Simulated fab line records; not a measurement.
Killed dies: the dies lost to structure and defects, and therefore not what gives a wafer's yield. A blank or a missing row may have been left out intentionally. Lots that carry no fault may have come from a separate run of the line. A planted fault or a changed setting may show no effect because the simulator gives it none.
Comparing a struck lot with a sound one :: flow nandHarc :: 32 out of 1302 route steps
Sound: wafers L565.1, L565.2, L565.5. Wafers L579.2, L579.3, L579.6 were the ones struck. The cause is given at the end.
Order at every step that has rows: each side's tool, ch and its chambers, its first start. Under that, the readings that differ: sound wafers :: struck wafers :: difference of the means :: sigmas: that difference in standard deviations of wafers without a fault.
alike: readings with means less than 2 such deviations apart, plus words and numbers identical on both sides. not compared: withheld readings, readings lacking a value on some wafer, bounds such as >300 that could conceal the same value, and numbers that have no deviation in the record and whose values overlap.
Wherever a step has rows on one side only, a row that says differs or no value, or a row with sigmas, the two part there. Numbers that don't overlap but have no deviation are shown without sigmas and don't part them. A reading missing from all wafers of one side parts the sides only when that side holds two or more wafers.

first, 2 steps without rows for these wafers: NHARC_A_CHANNEL_HOLE_D2_PEB_08 (peb time 65 s); NHARC_A_CHANNEL_HOLE_D2_DEVELOP_09 (develop time 35 s).
NHARC_A_CHANNEL_HOLE_D2_CD_MEAS_10: the cd target is 100 nm.
  sound on cdSem-03 ch 0, day 14 07:10; struck on cdSem-03 ch 0, day 20 02:46
  alike: cdNm
NHARC_A_CHANNEL_HOLE_D2_OVL_MEAS_11:
  sound on overlay-01, day 14 07:16; struck on overlay-02, day 20 02:52
reading: overlayYNm (nm)
sound: 1.1 0.6 0.9
struck: -1.1 -1.1 -0.9
difference: -1.9
sigmas: -2
  alike: overlayXNm
NHARC_A_CHANNEL_HOLE_D2_INSPECT_12:
  sound on defectInspect-02, day 14 07:17; struck on defectInspect-02, day 20 02:53
reading: rawDefectCount
sound: 77 62 65
struck: 17 22 19
difference: -49
sigmas: -2
then, 2 steps without rows for these wafers: NHARC_A_CHANNEL_HOLE_D2_DESCUM_15 (chemistry O2, time 3 s); NHARC_A_CHANNEL_HOLE_D2_ETCH_38 (etches the open film in CF4, target depth 39 nm, time 65 s).
NHARC_A_CHANNEL_HOLE_D2_ETCH_39: etches the open film in N2/H2, target depth 260 nm, time 325 s.
  sound on rieDiel-12 ch 0,1,3; struck on rieDiel-12 ch 0,1,3
  alike: drypumpMotorCurrentA, n2FlowSccm, oesProductAu, rfVppV, showerheadPlenumPTorr, throttleValvePct
  not compared: rfHoursCounterH
then, 2 steps without rows for these wafers: NHARC_A_CHANNEL_HOLE_D2_ETCH_34 (etches the open film in CF4/CHF3, target depth 154 nm, time 77 s); NHARC_A_CHANNEL_HOLE_D2_ETCH_16 (etches the open film in O2/COS, target depth 3100 nm, time 806 s).
NHARC_A_CHANNEL_HOLE_D2_CD_MEAS_18:
  sound on cdSem-03, day 14 08:28; struck on cdSem-02, day 20 04:04
  alike: cdNm
then, 1 step without rows for these wafers: NHARC_A_CHANNEL_HOLE_D2_ETCH_19 (etches the open film in C4F8/O2/Ar, time 34.5 s).
NHARC_A_CHANNEL_HOLE_D2_ETCH_20: etches the open film in C4F8/O2/Ar, time 361.9 s, target depth 1600 nm.
  sound on harEtch-01 ch 0,1, day 14 10:38; struck on harEtch-01 ch 0,1, day 20 04:14
  alike: drypumpMotorCurrentA, showerheadPlenumPTorr, throttleValvePct
  not compared: rfHoursCounterH
then, 2 steps without rows for these wafers: NHARC_A_CHANNEL_HOLE_D2_ETCH_21 (etches the open film in C4F8/O2/Ar, time 514.3 s, target depth 1600 nm); NHARC_A_CHANNEL_HOLE_D2_ETCH_22 (etches the open film in C4F8/O2/Ar, time 666.7 s, target depth 1600 nm).
NHARC_A_CHANNEL_HOLE_D2_ETCH_23: etches the open film in C4F8/O2/Ar, time 819 s, target depth 1600 nm.
  sound on harEtch-01 ch 0,1, day 14 11:58; struck on harEtch-01 ch 0,1, day 20 05:35
  alike: drypumpMotorCurrentA, showerheadPlenumPTorr, throttleValvePct
  not compared: rfHoursCounterH
NHARC_A_CHANNEL_HOLE_D2_ETCH_24: etches the open film in C4F8/O2/Ar, time 906.2 s, target depth 1500 nm.
  sound on harEtch-01 ch 0,1, day 14 12:40; struck on harEtch-01 ch 0,1, day 20 06:16
  alike: drypumpMotorCurrentA, showerheadPlenumPTorr, throttleValvePct
  not compared: rfHoursCounterH
NHARC_A_CHANNEL_HOLE_D2_ETCH_25: etches the open film in C4F8/O2/Ar, time 1040.2 s, target depth 1500 nm.
  sound on harEtch-01 ch 0,1, day 14 13:26; struck on harEtch-01 ch 0,1, day 20 07:03
  alike: drypumpMotorCurrentA, showerheadPlenumPTorr, throttleValvePct
  not compared: rfHoursCounterH
then, 6 steps without rows for these wafers: NHARC_A_CHANNEL_HOLE_D2_ETCH_26 (etches the open film in C4F8/O2/Ar, time 224.1 s, target depth 300 nm); NHARC_A_CHANNEL_HOLE_D2_ETCH_27 (etches the open film in C4F8/O2/Ar, time 90 s, target depth 400 nm); NHARC_A_CHANNEL_HOLE_D2_STRIP_41 (strips in N2/H2); NHARC_A_CHANNEL_HOLE_D2_STRIP_42 (strips in CF4/CHF3); NHARC_A_CHANNEL_HOLE_D2_STRIP_43 (strips in O2/COS); NHARC_A_CHANNEL_HOLE_D2_ETCH_44 (etches the open film in CF4/O2, target depth 140 nm, overetch 14 nm, time 77 s).
NHARC_A_CHANNEL_HOLE_D2_STRIP_28: strips in O2.
  sound on rieDiel-12 ch 0,2,3; struck on rieDiel-12 ch 0,1
  alike: drypumpMotorCurrentA, oesProductAu, rfVppV, showerheadPlenumPTorr, throttleValvePct
  not compared: rfHoursCounterH
then, 2 steps without rows for these wafers: NHARC_A_CHANNEL_HOLE_D2_PRECLEAN_29 (cleans in SC1); NHARC_A_CHANNEL_HOLE_D2_SRD_30.
NHARC_A_CHANNEL_HOLE_D2_CD_MEAS_31:
  sound on cdSem-02, day 14 16:02; struck on cdSem-01, day 20 09:40
  alike: cdNm
then, 1 step without rows for these wafers: NHARC_A_CHANNEL_HOLE_D2_XSEM_32.
NHARC_A_CHANNEL_HOLE_D2_INSPECT_40:
  sound on defectInspect-02, day 14 16:13; struck on defectInspect-01, day 20 09:52
reading: rawDefectCount
sound: 263 225 265
struck: 841 783 781
difference: +551
sigmas: +8
then, 1 step without rows for these wafers: NHARC_A_CHANNEL_FILL_D2_PRECLEAN_00 (cleans in SC1).
-- the record jumps here: 11 days lie between the struck wafers' starts before and after (it left off in module A_CHANNEL_FILL_D2 and takes up again in module END, whose first step shown is number 1302 of the route) --
NHARC_END_SORT_01:
  here the record holds rows for the struck wafers (prober-01 ch 0, day 31 11:25) but none for the sound ones

== WHERE THEY PART ==
Earliest at NHARC_A_CHANNEL_HOLE_D2_OVL_MEAS_11; latest, in this record, at NHARC_END_SORT_01.

WHY: the cause the simulator had injected
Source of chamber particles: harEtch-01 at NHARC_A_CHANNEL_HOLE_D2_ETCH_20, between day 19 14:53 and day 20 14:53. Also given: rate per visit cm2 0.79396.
